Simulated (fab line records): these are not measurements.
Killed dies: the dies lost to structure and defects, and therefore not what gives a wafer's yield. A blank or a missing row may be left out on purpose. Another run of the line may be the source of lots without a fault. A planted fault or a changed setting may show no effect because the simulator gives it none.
The tool behind it: which one? / flow n5-finfet / Sampling: 12 lots, 36 wafers, 4 of 1938 route steps

== WHAT THE GAUGES SHOWED, per wafer ==
N5_BEOL_M10_OCD_MEAS_38.
lot=L075; measured=day 10 16:29; on=ocd-01; trench-depth-nm (nm)=150 152 149
lot=L076; measured=day 11 19:05; on=ocd-02; trench-depth-nm (nm)=152 151 151
lot=L081; measured=day 11 19:34; on=ocd-01; trench-depth-nm (nm)=152 152 151
lot=L082; measured=day 12 16:19; on=ocd-01; trench-depth-nm (nm)=151 150 153
lot=L083; measured=day 13 01:34; on=ocd-02; trench-depth-nm (nm)=149 151 144
lot=L085; measured=day 13 19:28; on=ocd-02; trench-depth-nm (nm)=154 150 150
lot=L088; measured=day 14 08:52; on=ocd-01; trench-depth-nm (nm)=145 152 152
lot=L090; measured=day 15 04:57; on=ocd-01; trench-depth-nm (nm)=155 150 149
lot=L091; measured=day 15 13:43; on=ocd-01; trench-depth-nm (nm)=149 152 143
lot=L093; measured=day 16 04:51; on=ocd-02; trench-depth-nm (nm)=153 150 143
lot=L094; measured=day 16 05:25; on=ocd-01; trench-depth-nm (nm)=149 152 143
lot=L096; measured=day 16 15:13; on=ocd-02; trench-depth-nm (nm)=148 149 149

== WHAT TOOL EACH LOT RAN ON (gives the tool, then ch and the chambers of the sampled wafers, and finally the start) ==
lot=L075; N5_BEOL_M10_HM_OPEN_17=rie-metal-03 ch 0,1, day 10 13:11; N5_BEOL_M10_ETCH_66=rie-diel-04 ch 0,2,3, day 10 16:05; N5_BEOL_M10_VIA_ETCH_34=rie-diel-04 ch 0,2,3, day 10 16:12
lot=L076; N5_BEOL_M10_HM_OPEN_17=rie-metal-02 ch 0,1, day 11 16:23; N5_BEOL_M10_ETCH_66=rie-diel-04 ch 0,2, day 11 18:41; N5_BEOL_M10_VIA_ETCH_34=rie-diel-04 ch 0,2, day 11 18:49
lot=L081; N5_BEOL_M10_HM_OPEN_17=rie-metal-03 ch 1, day 11 16:41; N5_BEOL_M10_ETCH_66=rie-diel-04 ch 0,1,2, day 11 19:09; N5_BEOL_M10_VIA_ETCH_34=rie-diel-04 ch 0,1,2, day 11 19:16
lot=L082; N5_BEOL_M10_HM_OPEN_17=rie-metal-02 ch 0,1, day 12 15:16; N5_BEOL_M10_ETCH_66=rie-diel-06 ch 1,3, day 12 15:55; N5_BEOL_M10_VIA_ETCH_34=rie-diel-06 ch 1,3, day 12 16:02
lot=L083; N5_BEOL_M10_HM_OPEN_17=rie-metal-03 ch 0,1, day 12 23:40; N5_BEOL_M10_ETCH_66=rie-diel-05 ch 0,1,2, day 13 01:12; N5_BEOL_M10_VIA_ETCH_34=rie-diel-05 ch 0,1,2, day 13 01:18
lot=L085; N5_BEOL_M10_HM_OPEN_17=rie-metal-01 ch 0,1, day 13 18:10; N5_BEOL_M10_ETCH_66=rie-diel-06 ch 1,2,3, day 13 19:03; N5_BEOL_M10_VIA_ETCH_34=rie-diel-06 ch 1,2,3, day 13 19:11
lot=L088; N5_BEOL_M10_HM_OPEN_17=rie-metal-02 ch 0,1, day 14 06:11; N5_BEOL_M10_ETCH_66=rie-diel-05 ch 0,1,2, day 14 08:28; N5_BEOL_M10_VIA_ETCH_34=rie-diel-05 ch 0,1,2, day 14 08:35
lot=L090; N5_BEOL_M10_HM_OPEN_17=rie-metal-02 ch 0,1, day 15 01:40; N5_BEOL_M10_ETCH_66=rie-diel-05 ch 1,3, day 15 04:32; N5_BEOL_M10_VIA_ETCH_34=rie-diel-05 ch 1,3, day 15 04:40
lot=L091; N5_BEOL_M10_HM_OPEN_17=rie-metal-03 ch 0,1, day 15 11:51; N5_BEOL_M10_ETCH_66=rie-diel-05 ch 0,1,2, day 15 13:18; N5_BEOL_M10_VIA_ETCH_34=rie-diel-05 ch 0,1,2, day 15 13:25
lot=L093; N5_BEOL_M10_HM_OPEN_17=rie-metal-03 ch 0,1, day 16 02:35; N5_BEOL_M10_ETCH_66=rie-diel-05 ch 0,1,3, day 16 04:26; N5_BEOL_M10_VIA_ETCH_34=rie-diel-05 ch 0,1,3, day 16 04:34
lot=L094; N5_BEOL_M10_HM_OPEN_17=rie-metal-01 ch 0,1, day 16 03:35; N5_BEOL_M10_ETCH_66=rie-diel-05 ch 0,1,2, day 16 05:01; N5_BEOL_M10_VIA_ETCH_34=rie-diel-05 ch 0,1,2, day 16 05:08
lot=L096; N5_BEOL_M10_HM_OPEN_17=rie-metal-02 ch 0,1, day 16 11:24; N5_BEOL_M10_ETCH_66=rie-diel-06 ch 0,2,3, day 16 14:49; N5_BEOL_M10_VIA_ETCH_34=rie-diel-06 ch 0,2,3, day 16 14:56
- N5_BEOL_M10_HM_OPEN_17: chemistry Cl2/BCl3, target TiN, target depth 20 nm, overetch 6 nm.
- N5_BEOL_M10_ETCH_66: etches SOC in N2/H2, target depth 120 nm, overetch 24 nm, time 180 s.
- N5_BEOL_M10_VIA_ETCH_34: etches SiCOH lowk in C4F6/O2, target depth 184.5 nm, time 69.2 s.

== THE ANSWER, worked out from the rows above alone ==
Rule: the usual values come from the lots themselves. Put in order of their means at a reading, lots are off if they are a third of the lots or fewer, leave a main group of 4 or more, and stand apart from it by a gap of 3 or more times the standard deviation of the main group's means; of several such gaps the widest counts. Not used: any main group whose means are identical at the precision the tables above print for the reading. Also off: a lot with no number at a reading for which 4 or more lots have one. Any other lot the step has rows for is counted as sound.
Across all readings shown, no lot is off: no conclusion can be drawn from this.

== WHAT THE SIMULATOR PUT IN ==
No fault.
